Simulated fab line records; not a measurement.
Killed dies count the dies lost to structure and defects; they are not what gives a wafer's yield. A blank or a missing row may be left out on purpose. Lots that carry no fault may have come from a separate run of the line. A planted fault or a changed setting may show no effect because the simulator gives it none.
Chamber matching	flow n5_finfet	4 sister chambers for N5_BEOL_M1_STRIP_36 on rie_diel-05
The step strips in N2/H2. 14 wafers are shown with their chamber, then 6 later ones without.

## EACH WAFER AND ITS CHAMBER
wafer	chamber	showerhead_plenum_p_Torr (Torr)	drypump_motor_current_A (A)	oes_product_au (a.u.)
L076.1	1	2.41	6.1	0.71
L076.4	2	2.61	5.6	0.70
L076.6	3	2.64	5.8	0.71
L078.1	0	2.44	5.5	0.77
L078.2	3	2.64	5.8	0.73
L078.5	1	2.41	6.1	0.71
L082.2	1	2.41	6.1	0.71
L082.3	3	2.64	5.8	0.71
L082.6	0	2.44	5.6	0.75
L086.1	2	2.60	5.6	0.67
L086.3	1	2.41	6.1	0.70
L086.5	3	2.63	5.8	0.71
L088.1	0	2.43	5.6	0.74
L088.3	1	2.40	6.1	0.69

SIGNATURES (averages over the wafers above)
reading	chamber 0	chamber 1	chamber 2	chamber 3	scatter within a chamber
showerhead_plenum_p_Torr	2.4367	2.4080	2.6050	2.6375	0.00521
drypump_motor_current_A	5.567	6.100	5.600	5.800	0.0258
oes_product_au	0.7533	0.7040	0.6850	0.7150	0.0124
Rule: distance of a wafer from a chamber = root of the sum over the readings of ((wafer's reading minus chamber's mean) / reading's scatter) squared. The wafer belongs to the nearest chamber; if the next one is less than 2 further off, it can't be placed. The scatter: take each reading less its chamber's mean, square it, sum over the shown wafers, divide by the number of wafers less the number of chambers, and take the root.

## WAFERS WITH NO CHAMBER GIVEN
wafer	showerhead_plenum_p_Torr (Torr)	drypump_motor_current_A (A)	oes_product_au (a.u.)
L088.4	2.40	6.1	0.69
L094.2	2.43	5.6	0.74
L094.5	2.40	6.1	0.69
L096.1	2.40	6.1	0.69
L096.3	2.59	5.6	0.96
L096.5	2.40	6.1	0.70

## WHICH CHAMBER EACH ONE RAN IN
wafer	from the rows above	in truth
L088.4	1	1
L094.2	0	0
L094.5	1	1
L096.1	1	1
L096.3	can't be placed: 2 or 3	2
L096.5	1	1
Placed correctly: 5 of 6. Cannot be placed on the basis of these rows: 1; the candidates contain the true chamber in 1. 0 placed wrongly.
